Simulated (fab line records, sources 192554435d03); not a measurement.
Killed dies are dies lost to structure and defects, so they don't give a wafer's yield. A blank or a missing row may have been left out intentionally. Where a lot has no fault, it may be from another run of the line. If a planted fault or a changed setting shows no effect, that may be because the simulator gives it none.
Matching of chambers / flow n5_finfet / rie_diel-02 running N5_BEOL_M14_ETCH_68: 4 sister chambers
The step etches SOC in N2/H2, time 450 s. 4 wafers are shown with their chamber, then 11 later ones without.

WAFERS WITH THEIR CHAMBER
wafer=L079.5; chamber=0; drypump_motor_current_A (A)=6.5
wafer=L081.3; chamber=1; drypump_motor_current_A (A)=5.7
wafer=L083.6; chamber=2; drypump_motor_current_A (A)=5.6
wafer=L087.1; chamber=3; drypump_motor_current_A (A)=4.9

WAFERS MISSING THEIR CHAMBER
wafer=L087.3; drypump_motor_current_A (A)=5.7
wafer=L087.6; drypump_motor_current_A (A)=6.4
wafer=L095.4; drypump_motor_current_A (A)=5.7
wafer=L095.5; drypump_motor_current_A (A)=5.6
wafer=L095.6; drypump_motor_current_A (A)=5.7
wafer=L096.1; drypump_motor_current_A (A)=5.6
wafer=L096.2; drypump_motor_current_A (A)=6.4
wafer=L096.3; drypump_motor_current_A (A)=4.9
wafer=L096.4; drypump_motor_current_A (A)=5.7
wafer=L096.5; drypump_motor_current_A (A)=5.7
wafer=L096.6; drypump_motor_current_A (A)=6.5

THE CHAMBER EACH PASSED THROUGH
wafer=L087.3; from the rows above=1; in truth=1
wafer=L087.6; from the rows above=0; in truth=0
wafer=L095.4; from the rows above=1; in truth=1
wafer=L095.5; from the rows above=2; in truth=2
wafer=L095.6; from the rows above=1; in truth=1
wafer=L096.1; from the rows above=2; in truth=2
wafer=L096.2; from the rows above=0; in truth=0
wafer=L096.3; from the rows above=3; in truth=3
wafer=L096.4; from the rows above=1; in truth=1
wafer=L096.5; from the rows above=1; in truth=1
wafer=L096.6; from the rows above=0; in truth=0
Correct placement for 11 of the 11. Number that these rows cannot place: 0. 0 placed wrongly.
How it was worked out, from the rows above alone: a wafer's distance from a chamber is the root of the sum, over the readings, of the square of ((its reading less the chamber's mean) divided by the reading's scatter). The wafer belongs to the nearest chamber; if the next one is less than 2 further off, it can't be placed. A chamber's mean is the mean of its shown wafers. The scatter: with one shown wafer a chamber, the root of the mean of the squares of how far each hidden wafer lies from its nearest shown one.
